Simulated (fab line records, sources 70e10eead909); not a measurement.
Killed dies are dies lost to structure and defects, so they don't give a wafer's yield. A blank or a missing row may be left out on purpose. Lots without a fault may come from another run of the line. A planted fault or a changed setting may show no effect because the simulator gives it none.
Chamber matching | flow nand_harc | NHARC_A_M0_ETCH_34 on rie_diel-10: 4 sister chambers
The step etches the open film in N2/H2, target depth 40 nm, overetch 12 nm, time 43.94 s. 4 wafers are shown with their chamber, then 12 later ones without.

WAFERS WITH THEIR CHAMBER
wafer  | chamber | showerhead_plenum_p_Torr (Torr)
L084.2 | 2       | 1.91
L083.4 | 3       | 1.95
L085.3 | 0       | 2.08
L085.6 | 1       | 2.06

WAFERS WITHOUT THEIR CHAMBER
wafer  | showerhead_plenum_p_Torr (Torr)
L087.1 | 1.91
L087.2 | 1.95
L087.5 | 1.91
L088.2 | 2.06
L088.4 | 1.91
L088.6 | 1.95
L090.1 | 1.91
L090.3 | 2.06
L090.6 | 2.08
L092.3 | 2.08
L092.4 | 1.90
L092.6 | 1.91

WHICH CHAMBER EACH WENT THROUGH
wafer  | from the rows above | in truth
L087.1 | 2                   | 2
L087.2 | 3                   | 3
L087.5 | 2                   | 2
L088.2 | 1                   | 1
L088.4 | 2                   | 2
L088.6 | 3                   | 3
L090.1 | 2                   | 2
L090.3 | 1                   | 1
L090.6 | 0                   | 0
L092.3 | 0                   | 0
L092.4 | 2                   | 2
L092.6 | 2                   | 2
Placed correctly: 12 of 12. Can't be placed from these rows: 0. Placed wrongly: 0.
How it was worked out, from the rows above alone: a wafer's distance from a chamber is the root of the sum, over the readings, of the square of ((its reading less the chamber's mean) divided by the reading's scatter). The wafer belongs to the nearest chamber; if the next one is less than 2 further off, it can't be placed. A chamber's mean is the mean of its shown wafers. The scatter: with one shown wafer a chamber, the root of the mean of the squares of how far each hidden wafer lies from its nearest shown one.
